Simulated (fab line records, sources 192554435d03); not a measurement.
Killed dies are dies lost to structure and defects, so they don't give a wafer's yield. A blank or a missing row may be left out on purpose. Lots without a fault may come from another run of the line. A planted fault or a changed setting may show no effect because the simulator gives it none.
fab line records | flow n5_finfet
record lots=9 wafers=25 last_day=19
route steps=1938 shown BEOL_M0_SAQP@633 BEOL_M4@1111 PASSIVATION@1936
lots that met no fault: from a run of the same line without faults
start_h: hours from the record's first day to the start of the lot's first wafer shown | wait_h: hours since the lot's step before | " the same as in the row above | L1.1+2: a row that stands for several wafers | - no value, or no start given | * or withheld: withheld | < > ~ a bound
route shown NAME@n: a module of which the file shows steps, and the number in the route of the first | usual: mean/standard deviation of fault-free wafers | same: alike in all rows | chamber/n: place in a boat | sites: the reading at each site | _std_site: their standard deviation | _edge_site: outer sites' mean less inner sites' | radius_mm: how far each site lies from the wafer's centre | mask NAME#n: copy n | behind: the tool/chamber that last shaped the wafer | hold: why the lot was held/for how many hours/how that ended | device: the transistor (n, p or np) that didn't switch | end of line: the same wafers' tests at the end of the route | a step without rows: its recipe alone | killed: dies lost to structure and defects at the first sort, not the wafer's yield | map: a wafer's dies, x killed, . not, _ none there
set.NAME: the setting as run; set.NAME@STEP: as run at that earlier step | model.NAME: the simulator's own value behind a step, which no gauge read
steps of the route over a sample of lots; a table a step, a row a wafer
services: from which hour (start_h, from the record's first day; less than 0 if before it) a tool's chamber was out of use, for how many hours, and why
## steps
# step N5_BEOL_M0_SAQP_ILD_DEP_01
# recipe material=SiOC target_thk_a=454.19 temp_c=350 precursor=DEMS/O2 pressure_torr=5 rf_w=500 time_s=8.7
# usual chamber_pressure_Torr=5.002/0.011 heater_power_w=445/70 rf_fwd_power_W=494.3/2.1 showerhead_plenum_p_Torr=5.696/0.019 throttle_valve_pct=11.8/0.48
# columns lot.wafer tool chamber start_h wait_h chamber_pressure_Torr heater_power_w rf_fwd_power_W showerhead_plenum_p_Torr throttle_valve_pct
L931.3 pecvd-03 2 118.07 0.0 5.018 549 494.8 5.671 11.4
L931.6 " 1 " " 5.003 578 497.0 5.700 11.9
L932.1 pecvd-01 2 122.86 0.0 4.998 384 494.7 5.686 11.7
L932.5 " 2 " " 5.004 389 494.7 5.667 11.5
L934.1 pecvd-04 2 138.95 0.0 4.981 488 495.0 5.714 11.4
L934.4 " 1 " " 4.992 418 496.1 5.695 12.4
L934.6 " 0 " " 5.015 401 491.2 5.705 12.5
L937.2 pecvd-04 1 153.52 0.0 5.019 449 493.9 5.684 12.3
L937.4 " 0 " " 4.993 390 492.0 5.714 12.3
L937.5 " 1 " " 5.010 446 493.8 5.697 12.2
L941.1 pecvd-04 1 177.80 0.0 4.995 357 492.6 5.677 12.2
L941.2 " 0 " " 5.011 383 492.3 5.721 12.3
L941.4 " 1 " " 5.012 359 492.3 5.693 12.2
L943.2 pecvd-04 0 192.46 0.0 5.013 318 491.2 5.723 12.4
L943.3 " 1 " " 5.012 426 496.4 5.694 12.4
L943.5 " 1 " " 5.016 423 493.4 5.676 12.1
L944.1 pecvd-01 1 196.87 0.0 5.003 409 493.8 5.673 12.1
L944.3 " 2 " " 4.981 438 491.0 5.677 11.8
L944.4 " 2 " " 4.995 445 490.7 5.677 11.3
L950.1 pecvd-04 0 226.90 0.0 5.003 350 489.6 5.718 12.4
L950.3 " 2 " " 5.009 451 495.6 5.719 11.5
L950.5 " 1 " " 5.009 352 496.2 5.695 12.0
L952.1 pecvd-04 1 246.42 0.0 5.021 406 495.0 5.664 12.0
L952.3 " 2 " " 4.998 432 494.2 5.700 11.3
L952.5 " 1 " " 5.006 410 496.8 5.694 12.2
# step N5_BEOL_M0_SAQP_ETCH_84
# recipe chemistry=N2/H2 target=SOC target_depth_a=1000 overetch_a=200 mask_material=SiARC temp_c=40 time_s=150 ion_energy_ev=200 pressure_mtorr=30 source_w=840 bias_w=150 n2_flow_sccm=200 h2_flow_sccm=200
# usual drypump_motor_current_A=5.6/0.44 n2_flow_sccm=200.0/0.61 oes_product_au=0.68/0.056 rf_fwd_power_W=835.9/2.6 rf_vpp_V=524.2/2 showerhead_plenum_p_Torr=2.55/0.07 throttle_valve_pct=17.86/0.26
# columns lot.wafer tool chamber start_h wait_h drypump_motor_current_A n2_flow_sccm oes_product_au rf_fwd_power_W rf_hours_counter_h rf_vpp_V showerhead_plenum_p_Torr throttle_valve_pct
L931.3 rie_diel-05 0 121.60 0.0 5.2 200.4 0.77 837.3 66 522.8 2.46 17.23
L931.6 " 2 " " 6.2 199.9 0.77 836.6 - 526.4 2.61 17.55
L932.1 rie_diel-06 1 124.38 0.0 6.5 200.5 0.62 838.2 212 523.3 2.54 18.05
L932.5 " 3 " " 5.7 199.7 0.67 835.5 - 526.8 2.64 17.90
L934.1 rie_diel-06 3 140.40 0.0 5.6 200.0 0.66 834.2 172 527.3 2.64 17.92
L934.4 " 1 " " 6.5 200.5 0.62 837.1 216 524.3 2.53 18.05
L934.6 " 0 " " 5.1 200.1 0.71 832.6 - 523.0 2.47 18.06
L937.2 rie_diel-02 0 156.01 0.0 5.1 199.6 0.63 833.7 188 526.7 2.61 18.13
L937.4 " 2 " " 6.0 200.6 0.68 834.6 - 523.9 2.55 17.75
L937.5 " 1 " " 5.6 199.3 0.77 835.7 - 522.7 2.50 17.83
L941.1 rie_diel-02 2 179.86 0.0 6.1 200.3 0.68 837.7 158 522.7 2.54 17.77
L941.2 " 1 " " 5.6 199.6 0.76 833.3 46 521.9 2.49 17.87
L941.4 " 0 " " 5.1 200.0 0.63 833.7 - 525.0 2.61 18.12
L943.2 rie_diel-05 1 193.54 0.0 5.7 200.4 0.63 833.8 216 526.5 2.62 17.77
L943.3 " 0 " " 5.2 199.7 0.74 836.7 86 521.4 2.45 17.25
L943.5 " 1 " " 5.6 199.4 0.64 837.1 - 525.2 2.62 17.78
L944.1 rie_diel-05 1 198.58 0.0 5.6 200.0 0.63 838.8 218 526.1 2.62 17.78
L944.3 " 0 " " 5.2 200.7 0.74 833.8 88 521.4 2.45 17.27
L944.4 " 3 " " 5.1 199.5 0.61 838.9 247 523.6 2.49 18.10
L950.1 rie_diel-06 1 228.32 0.0 6.6 200.1 0.60 837.8 238 523.8 2.53 18.10
L950.3 " 3 " " 5.6 201.1 0.65 837.8 194 526.7 2.63 17.96
L950.5 " 3 " " 5.6 200.3 0.64 837.2 - 526.0 2.63 17.96
L952.1 rie_diel-06 0 250.60 0.0 5.2 200.3 0.70 833.8 127 521.4 2.45 18.10
L952.3 " 1 " " 6.5 199.8 0.60 838.1 243 522.5 2.52 18.10
L952.5 " 0 " " 5.2 200.2 0.70 834.1 - 520.6 2.45 18.10
# step N5_BEOL_M0_SAQP_SPACER1_ALD_98
# recipe material=SiO2 target_thk_a=128 temp_c=300 ald_precursor_family=BDEAS ald_co_reactant=O2-plasma pulse_time_s=1 purge_time_s=2 co_reactant_purge_time_s=2 ald_cycles=138 pressure_torr=2
# usual chamber_pressure_Torr=2.000/0.0042 heater_power_w=486/64 precursor_pulse_height_rel=1.000/0.018
# same co_reactant_purge_time_s=2
# columns lot.wafer tool chamber start_h wait_h chamber_pressure_Torr heater_power_w precursor_pulse_height_rel
L931.3 ald_sin-01 3 122.41 0.1 2.006 454 0.992
L931.6 " 1 " " 1.997 539 0.974
L932.1 ald_sin-02 1 125.77 0.8 1.999 414 0.997
L932.5 " 2 " " 2.002 631 0.993
L934.1 ald_sin-03 1 141.20 0.3 2.004 424 0.986
L934.4 " 3 " " 1.996 461 0.994
L934.6 " 3 " " 1.997 455 1.019
L937.2 ald_sin-02 2 157.26 0.7 2.001 641 0.982
L937.4 " 1 " " 2.001 423 0.965
L937.5 " 0 " " 2.004 482 0.995
L941.1 ald_sin-02 2 180.68 0.3 1.996 651 1.010
L941.2 " 3 " " 2.000 422 1.002
L941.4 " 1 " " 2.007 427 0.984
L943.2 ald_sin-03 2 194.34 0.3 2.006 495 1.005
L943.3 " 1 " " 1.996 422 1.004
L943.5 " 0 " " 1.989 520 1.004
L944.1 ald_sin-02 3 199.75 0.6 1.996 424 0.962
L944.3 " 1 " " 2.003 422 1.005
L944.4 " 0 " " 2.001 488 1.000
L950.1 ald_sin-02 2 229.13 0.3 1.992 643 0.990
L950.3 " 1 " " 2.005 423 1.005
L950.5 " 2 " " 2.001 644 1.018
L952.1 ald_sin-03 0 251.48 0.3 1.997 525 1.028
L952.3 " 1 " " 1.997 432 1.002
L952.5 " 0 " " 1.998 531 1.027
# step N5_BEOL_M0_SAQP_ETCH_107
# recipe chemistry=CH3F/O2 target=SiNx target_depth_a=300 mask_material=SOC pressure_mtorr=30 source_w=395 bias_w=73 Ar_flow_sccm=150 CH3F_flow_sccm=30 O2_flow_sccm=20 ion_energy_ev=120
# usual CH3F_flow_sccm=30.00/0.085 drypump_motor_current_A=5.6/0.45 mfc_ar_sccm=150.0/0.48 oes_ar_750_au=0.76/0.065 oes_product_au=0.76/0.07 rf_fwd_power_W=390.4/1.7 rf_vpp_V=298/5.4 showerhead_plenum_p_Torr=2.01/0.054 throttle_valve_pct=16.39/0.22
# columns lot.wafer tool chamber start_h wait_h CH3F_flow_sccm drypump_motor_current_A mfc_ar_sccm oes_ar_750_au oes_product_au rf_fwd_power_W rf_hours_counter_h rf_vpp_V showerhead_plenum_p_Torr throttle_valve_pct
L931.3 rie_diel-05 3 124.07 0.0 29.90 5.1 150.3 0.70 0.70 391.9 226 297 1.99 16.70
L931.6 " 1 " " 29.97 5.6 150.2 0.74 0.74 392.6 - 299 2.06 16.29
L932.1 rie_diel-05 0 127.21 0.0 29.97 5.2 150.2 0.86 0.87 393.0 67 289 1.96 16.09
L932.5 " 1 " " 30.07 5.6 149.5 0.74 0.73 390.2 - 298 2.06 16.28
L934.1 rie_diel-02 2 142.65 0.0 30.04 6.1 150.7 0.78 0.77 390.3 144 299 1.99 16.29
L934.4 " 1 " " 29.97 5.7 150.0 0.86 0.85 392.3 32 289 1.94 16.28
L934.6 " 3 " " 30.11 5.6 149.9 0.68 0.68 388.9 - 295 1.95 16.55
L937.2 rie_diel-05 2 158.70 0.0 29.94 6.1 149.4 0.85 0.86 390.9 54 308 2.03 16.01
L937.4 " 0 " " 29.90 5.2 149.4 0.86 0.85 391.0 76 290 1.96 16.08
L937.5 " 3 " " 30.00 5.1 151.1 0.70 0.68 393.0 - 299 1.99 16.72
L941.1 rie_diel-05 0 182.13 0.0 29.99 5.2 149.6 0.84 0.84 390.7 83 290 1.96 16.12
L941.2 " 2 " " 29.83 6.2 149.7 0.84 0.86 392.9 60 308 2.03 16.03
L941.4 " 1 " " 30.00 5.6 149.8 0.73 0.72 390.8 212 299 2.05 16.32
L943.2 rie_diel-05 2 195.85 0.0 29.97 6.2 149.7 0.84 1.03 392.7 64 307 2.03 16.02
L943.3 " 0 " " 29.97 5.2 149.0 0.83 1.01 391.6 87 289 1.96 16.16
L943.5 " 1 " " 29.98 5.6 150.7 0.73 0.88 388.6 - 299 2.05 16.34
L944.1 rie_diel-06 1 201.71 0.0 30.00 6.5 150.0 0.68 0.68 391.9 231 301 1.96 16.40
L944.3 " 3 " " 29.95 5.7 150.4 0.71 0.72 389.8 188 297 2.07 16.53
L944.4 " 0 " " 30.11 5.2 150.4 0.78 0.79 391.2 115 306 1.94 16.63
L950.1 rie_diel-06 2 230.58 0.0 30.05 5.6 149.3 0.75 0.73 389.5 188 298 2.09 16.48
L950.3 " 3 " " 29.98 5.6 150.1 0.71 0.70 388.9 195 296 2.06 16.51
L950.5 " 2 " " 30.04 5.6 149.1 0.76 0.74 388.3 - 296 2.09 16.49
L952.1 rie_diel-06 0 252.97 0.0 29.88 5.2 149.6 0.78 0.78 386.1 127 305 1.94 16.65
L952.3 " 3 " " 30.04 5.6 150.3 0.71 0.70 386.7 201 297 2.06 16.54
L952.5 " 1 " " 30.03 6.5 150.7 0.67 0.66 389.9 - 302 1.95 16.44
# step N5_BEOL_M4_RC_MEAS_101
# usual DIBL_N=36.5/1.9 DIBL_P=36.4/2.2 IOFF_N=0.17/0.034 IOFF_P=0.21/0.036 ION_N=678/12 ION_P=462/7.1 SS_N=71.7/0.61 SS_P=73.4/0.71 VT_N=249/3.5 VT_P=-251/3
# columns lot.wafer tool chamber start_h wait_h DIBL_N[mV/V] DIBL_P[mV/V] IOFF_N[nA/um] IOFF_P[nA/um] ION_N[uA/um] ION_P[uA/um] SS_N[mV/dec] SS_P[mV/dec] VT_N[mV] VT_P[mV]
L931.3 prober-02 0 204.51 0.3 39.2 39.0 0.22 0.23 689 462 72.0 74.0 246 -252
L931.6 " 0 " " 39.5 38.4 0.22 0.24 677 464 72.4 73.7 245 -252
L932.1 prober-01 0 208.65 0.0 32.0 31.3 0.11 0.16 660 462 70.6 72.4 256 -253
L932.5 " 0 " " 36.2 37.0 0.19 0.25 694 475 71.7 73.5 246 -248
L934.1 prober-02 0 209.41 0.0 38.1 38.5 0.20 0.25 687 464 71.9 73.6 246 -249
L934.4 " 0 " " 35.4 33.8 0.14 0.18 670 456 71.4 72.7 251 -252
L934.6 " 0 " " 39.0 39.9 0.22 0.28 688 473 72.3 74.6 245 -248
L937.2 prober-01 0 237.59 0.2 36.3 34.0 0.13 0.17 664 456 70.8 72.6 253 -258
L937.4 " 0 " " 36.0 33.9 0.13 0.16 671 453 70.9 73.0 252 -255
L937.5 " 0 " " 35.0 32.9 0.12 0.16 658 458 71.3 72.2 256 -256
L941.1 prober-01 0 276.51 0.0 38.7 36.9 0.17 0.20 686 460 71.9 73.5 248 -252
L941.2 " 0 " " 37.4 35.4 0.15 0.18 657 455 71.2 73.8 254 -254
L941.4 " 0 " " 39.8 39.0 0.20 0.24 690 466 72.5 74.3 249 -252
L943.2 prober-02 0 282.68 0.2 39.9 40.4 0.25 0.28 707 470 72.9 75.2 245 -248
L943.3 " 0 " " 35.5 34.8 0.16 0.19 663 453 71.0 73.6 251 -251
L943.5 " 0 " " 37.2 36.8 0.18 0.23 674 462 72.1 74.4 249 -249
L944.1 prober-02 0 294.59 0.0 33.7 34.0 0.11 0.16 664 456 71.0 72.5 255 -252
L944.3 " 0 " " 38.1 39.5 0.18 0.24 683 474 72.7 73.6 252 -250
L944.4 " 0 " " 34.3 34.0 0.11 0.15 661 453 70.8 72.9 255 -255
L950.1 prober-01 0 308.03 0.2 37.5 38.5 0.20 0.21 690 465 73.0 74.2 247 -251
L950.3 " 0 " " 36.0 37.6 0.16 0.18 665 449 71.5 73.1 250 -254
L950.5 " 0 " " 35.6 37.0 0.16 0.19 686 466 71.1 73.4 248 -256
L952.1 prober-01 0 347.71 0.0 36.4 35.3 0.16 0.21 669 459 71.8 73.7 250 -250
L952.3 " 0 " " 34.1 32.6 0.13 0.17 673 464 71.4 72.4 253 -253
L952.5 " 0 " " 34.1 32.6 0.13 0.18 676 466 71.1 73.0 251 -252
# step N5_PASSIVATION_PROBE_49
# usual defect_limited_yield=91.0/1.5 killed_at_M0_to_M3=35/11 killed_at_M4_up=13/5 killed_at_contacts=12/5.9 killed_at_front_end=42/13 killed_at_other=3/3.2 killed_dies=106/18 killed_on_rim=14/4.2 killed_open=69/13 killed_short=35/8.9 sort_bin_5_function=5.2/0.95 sort_bin_6_memory=3.3/0.71 sort_n_pass=1074/18 sort_yield_pct=91.0/1.5
# same gross_dies=1180 killed_at_back_side=0 sort_bin_4_leakage[%]=0 sort_bin_8_speed[%]=0
# columns lot.wafer tool chamber start_h wait_h defect_limited_yield[%] killed_at_M0_to_M3 killed_at_M4_up killed_at_contacts killed_at_front_end killed_at_other killed_dies killed_on_rim killed_open killed_short sort_bin_5_function[%] sort_bin_6_memory[%] sort_n_pass sort_yield_pct[%]
L932.1 prober-01 - 323.83 0.0 91.4 32 9 10 48 3 102 16 64 38 4.8 3.5 1078 91.4
L932.5 prober-01 - 324.03 0.2 90.8 27 19 10 47 6 109 12 65 43 5.2 3.4 1071 90.8
L941.1 prober-02 - 377.11 0.1 91.4 26 21 10 38 6 101 17 68 32 5.1 3.4 1079 91.4
L941.2 prober-02 - 377.16 0.2 89.7 35 11 22 43 11 122 15 79 42 6.2 3.6 1058 89.7
L941.4 prober-02 - 377.26 0.3 90.4 30 23 16 40 4 113 18 72 40 5.3 3.9 1067 90.4
L943.2 prober-01 - 392.09 0.1 90.7 31 14 7 55 3 110 11 73 37 6.4 2.6 1070 90.7
# killed by level:class
L932.1 BEOL_M3:geometric_particle:open=10 SPACER0:geometric_particle:open=9 FIN_SAQP:geometric_particle:short=8 STI_FIN_REVEAL:geometric_particle:open=8 MOL_CONTACT_COAG:geometric_particle:open=7 BEOL_M2:geometric_particle:open=6 GATE_CUT:geometric_particle:short=5 STI_FIN_REVEAL:geometric_particle:short=4
L932.5 FIN_SAQP:geometric_particle:short=16 FIN_SAQP:geometric_particle:open=11 BEOL_M4:geometric_particle:open=8 MOL_CONTACT_COAG:geometric_particle:open=8 STI_FIN_REVEAL:geometric_particle:open=7 BEOL_M3:geometric_particle:short=6 BEOL_M0_SAQP:geometric_particle:short=4 BEOL_M0:geometric_particle:open=3
L941.1 STI_FIN_REVEAL:geometric_particle:open=13 MOL_CONTACT_COAG:geometric_particle:open=10 BEOL_M0_SAQP:geometric_particle:open=8 BEOL_M0_SAQP:geometric_particle:short=7 FIN_SAQP:geometric_particle:short=5 FIN_SAQP:geometric_particle:open=5 GATE_CUT:geometric_particle:short=5 BEOL_M3:geometric_particle:open=4
L941.2 MOL_CONTACT_COAG:geometric_particle:open=16 STI_FIN_REVEAL:geometric_particle:open=11 GATE_CUT:geometric_particle:short=9 BEOL_M0_SAQP:geometric_particle:short=9 BEOL_M0_SAQP:geometric_particle:open=8 MOL_CONTACT_COAG:geometric_particle:short=6 BEOL_M4:geometric_particle:open=6 BEOL_M2:geometric_particle:open=6
L941.4 BEOL_M4:geometric_particle:open=10 MOL_CONTACT_COAG:geometric_particle:open=9 STI_FIN_REVEAL:geometric_particle:open=8 BEOL_M2:geometric_particle:open=8 BEOL_M3:geometric_particle:open=8 GATE_CUT:geometric_particle:short=7 MOL_CONTACT_COAG:geometric_particle:short=7 FIN_SAQP:geometric_particle:short=6
L943.2 FIN_SAQP:geometric_particle:open=18 FIN_SAQP:geometric_particle:short=8 DUMMY_GATE:geometric_particle:open=7 STI_FIN_REVEAL:geometric_particle:open=6 BEOL_M1:geometric_particle:open=6 BEOL_M6:geometric_particle:open=5 GATE_CUT:geometric_particle:short=5 MOL_CONTACT_COAG:geometric_particle:open=5
## services
# columns tool chamber start_h hours kind
rie_diel-06 - 95.50 1.1 repair
ald_sin-01 0 99.23 18.9 repair
pecvd-04 2 105.25 2.1 scheduled_down
ald_sin-01 2 105.64 5.0 repair
rie_diel-02 0 110.40 10.7 repair
rie_diel-02 - 134.86 0.7 repair
ald_sin-01 0 135.09 3.7 repair
ald_sin-03 1 147.19 7.9 repair
rie_diel-02 3 147.66 - clean
rie_diel-02 3 147.66 - consumable_replace:focus_ring
rie_diel-02 3 147.66 33.6 scheduled_down
ald_sin-02 1 169.32 4.6 repair
ald_sin-02 3 205.56 - calibration
rie_diel-02 3 205.74 6.4 repair
rie_diel-02 0 207.35 34.2 repair
pecvd-03 0 211.56 3.5 repair
pecvd-03 - 222.51 6.0 pm
ald_sin-03 3 222.60 5.0 repair
rie_diel-05 3 225.33 - clean
rie_diel-05 3 225.33 - consumable_replace:focus_ring
rie_diel-05 3 225.33 13.3 scheduled_down
rie_diel-05 3 225.33 13.3 vent_cycle
pecvd-04 0 245.24 6.4 repair
ald_sin-03 - 252.95 0.7 repair
## key
first_sign step=N5_BEOL_M0_SAQP_ETCH_107 reading=oes_product_au direction=up sigmas=3.1 usual=0.76 struck=0.97
effect none on later readings
met_at N5_BEOL_M0_SAQP_ETCH_107
struck_lots L943
not_acting_at N5_BEOL_M0_SAQP_ILD_DEP_01,N5_BEOL_M0_SAQP_ETCH_84,N5_BEOL_M0_SAQP_SPACER1_ALD_98
onset_between 182.13 195.85
fault kind=process_parameter_drift tool=rie_diel-05 chamber=- onset_h=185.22 steps=N5_BEOL_M0_SAQP_ETCH_107 channel=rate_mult offset=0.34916 shape=step end_h=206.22
